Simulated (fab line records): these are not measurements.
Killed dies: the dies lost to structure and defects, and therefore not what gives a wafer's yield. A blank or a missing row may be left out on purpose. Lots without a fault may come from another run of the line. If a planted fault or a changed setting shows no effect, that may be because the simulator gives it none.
Chamber matching || flow n5_finfet || 4 sister chambers for N5_BEOL_M2_ETCH_69 on rie_diel-01
The step etches SiARC in CF4, target depth 15.6 nm, time 26 s. 18 wafers are shown with their chamber, then 9 later ones without.

## WAFERS, EACH WITH ITS CHAMBER
{"wafer": "L084.1", "chamber": 2, "showerhead_plenum_p_Torr (Torr)": 2.19, "drypump_motor_current_A (A)": 6.4, "throttle_valve_pct (%)": 15.29}
{"wafer": "L084.2", "chamber": 3, "showerhead_plenum_p_Torr (Torr)": 2.16, "drypump_motor_current_A (A)": 5.6, "throttle_valve_pct (%)": 15.94}
{"wafer": "L084.4", "chamber": 0, "showerhead_plenum_p_Torr (Torr)": 2.03, "drypump_motor_current_A (A)": 5.9, "throttle_valve_pct (%)": 16.01}
{"wafer": "L086.2", "chamber": 1, "showerhead_plenum_p_Torr (Torr)": 2.18, "drypump_motor_current_A (A)": 5.8, "throttle_valve_pct (%)": 15.39}
{"wafer": "L086.3", "chamber": 3, "showerhead_plenum_p_Torr (Torr)": 2.16, "drypump_motor_current_A (A)": 5.6, "throttle_valve_pct (%)": 15.97}
{"wafer": "L086.4", "chamber": 0, "showerhead_plenum_p_Torr (Torr)": 2.03, "drypump_motor_current_A (A)": 5.9, "throttle_valve_pct (%)": 16.00}
{"wafer": "L085.1", "chamber": 0, "showerhead_plenum_p_Torr (Torr)": 2.03, "drypump_motor_current_A (A)": 5.9, "throttle_valve_pct (%)": 16.01}
{"wafer": "L085.4", "chamber": 2, "showerhead_plenum_p_Torr (Torr)": 2.19, "drypump_motor_current_A (A)": 6.5, "throttle_valve_pct (%)": 15.30}
{"wafer": "L085.5", "chamber": 1, "showerhead_plenum_p_Torr (Torr)": 2.18, "drypump_motor_current_A (A)": 5.8, "throttle_valve_pct (%)": 15.43}
{"wafer": "L088.2", "chamber": 3, "showerhead_plenum_p_Torr (Torr)": 2.16, "drypump_motor_current_A (A)": 5.6, "throttle_valve_pct (%)": 15.98}
{"wafer": "L088.4", "chamber": 1, "showerhead_plenum_p_Torr (Torr)": 2.18, "drypump_motor_current_A (A)": 5.8, "throttle_valve_pct (%)": 15.42}
{"wafer": "L088.6", "chamber": 0, "showerhead_plenum_p_Torr (Torr)": 2.03, "drypump_motor_current_A (A)": 5.9, "throttle_valve_pct (%)": 16.02}
{"wafer": "L089.2", "chamber": 1, "showerhead_plenum_p_Torr (Torr)": 2.18, "drypump_motor_current_A (A)": 5.8, "throttle_valve_pct (%)": 15.43}
{"wafer": "L089.3", "chamber": 3, "showerhead_plenum_p_Torr (Torr)": 2.16, "drypump_motor_current_A (A)": 5.6, "throttle_valve_pct (%)": 15.97}
{"wafer": "L089.6", "chamber": 2, "showerhead_plenum_p_Torr (Torr)": 2.19, "drypump_motor_current_A (A)": 6.4, "throttle_valve_pct (%)": 15.30}
{"wafer": "L092.1", "chamber": 0, "showerhead_plenum_p_Torr (Torr)": 2.03, "drypump_motor_current_A (A)": 5.9, "throttle_valve_pct (%)": 16.04}
{"wafer": "L092.2", "chamber": 1, "showerhead_plenum_p_Torr (Torr)": 2.18, "drypump_motor_current_A (A)": 5.8, "throttle_valve_pct (%)": 15.44}
{"wafer": "L092.4", "chamber": 2, "showerhead_plenum_p_Torr (Torr)": 2.18, "drypump_motor_current_A (A)": 6.4, "throttle_valve_pct (%)": 15.34}

SIGNATURES (means of the wafers above)
{"reading": "showerhead_plenum_p_Torr", "chamber 0": 2.0300, "chamber 1": 2.1800, "chamber 2": 2.1875, "chamber 3": 2.1600, "scatter within a chamber": 0.00231}
{"reading": "drypump_motor_current_A", "chamber 0": 5.900, "chamber 1": 5.800, "chamber 2": 6.425, "chamber 3": 5.600, "scatter within a chamber": 0.0231}
{"reading": "throttle_valve_pct", "chamber 0": 16.0160, "chamber 1": 15.4220, "chamber 2": 15.3075, "chamber 3": 15.9650, "scatter within a chamber": 0.0185}
Rule: for each reading, subtract the chamber's mean from the wafer's reading, divide by that reading's scatter and square the result; add these up over the readings and take the root, which gives the wafer's distance from the chamber. The wafer belongs to the nearest chamber; if the next one is less than 2 further off, it can't be placed. The scatter is the square root of a quotient: the sum, over the shown wafers, of each reading's squared deviation from its chamber's mean, divided by wafers minus chambers.

## WAFERS WHOSE CHAMBER IS MISSING
{"wafer": "L091.1", "showerhead_plenum_p_Torr (Torr)": 2.15, "drypump_motor_current_A (A)": 5.6, "throttle_valve_pct (%)": 15.99}
{"wafer": "L091.4", "showerhead_plenum_p_Torr (Torr)": 2.18, "drypump_motor_current_A (A)": 5.8, "throttle_valve_pct (%)": 15.45}
{"wafer": "L091.5", "showerhead_plenum_p_Torr (Torr)": 2.03, "drypump_motor_current_A (A)": 5.9, "throttle_valve_pct (%)": 16.03}
{"wafer": "L094.4", "showerhead_plenum_p_Torr (Torr)": 2.18, "drypump_motor_current_A (A)": 6.5, "throttle_valve_pct (%)": 15.34}
{"wafer": "L094.5", "showerhead_plenum_p_Torr (Torr)": 2.03, "drypump_motor_current_A (A)": 5.9, "throttle_valve_pct (%)": 16.07}
{"wafer": "L094.6", "showerhead_plenum_p_Torr (Torr)": 2.18, "drypump_motor_current_A (A)": 5.8, "throttle_valve_pct (%)": 15.43}
{"wafer": "L097.3", "showerhead_plenum_p_Torr (Torr)": 2.17, "drypump_motor_current_A (A)": 5.8, "throttle_valve_pct (%)": 15.46}
{"wafer": "L097.4", "showerhead_plenum_p_Torr (Torr)": 2.15, "drypump_motor_current_A (A)": 5.6, "throttle_valve_pct (%)": 16.02}
{"wafer": "L097.6", "showerhead_plenum_p_Torr (Torr)": 2.02, "drypump_motor_current_A (A)": 5.9, "throttle_valve_pct (%)": 16.06}

## EACH ONE'S CHAMBER
{"wafer": "L091.1", "from the rows above": 3, "in truth": 3}
{"wafer": "L091.4", "from the rows above": 1, "in truth": 1}
{"wafer": "L091.5", "from the rows above": 0, "in truth": 0}
{"wafer": "L094.4", "from the rows above": 2, "in truth": 2}
{"wafer": "L094.5", "from the rows above": 0, "in truth": 0}
{"wafer": "L094.6", "from the rows above": 1, "in truth": 1}
{"wafer": "L097.3", "from the rows above": 1, "in truth": 1}
{"wafer": "L097.4", "from the rows above": 3, "in truth": 3}
{"wafer": "L097.6", "from the rows above": 0, "in truth": 0}
Placed correctly: 9 of 9. Can't be placed from these rows: 0. Number placed wrongly: 0.
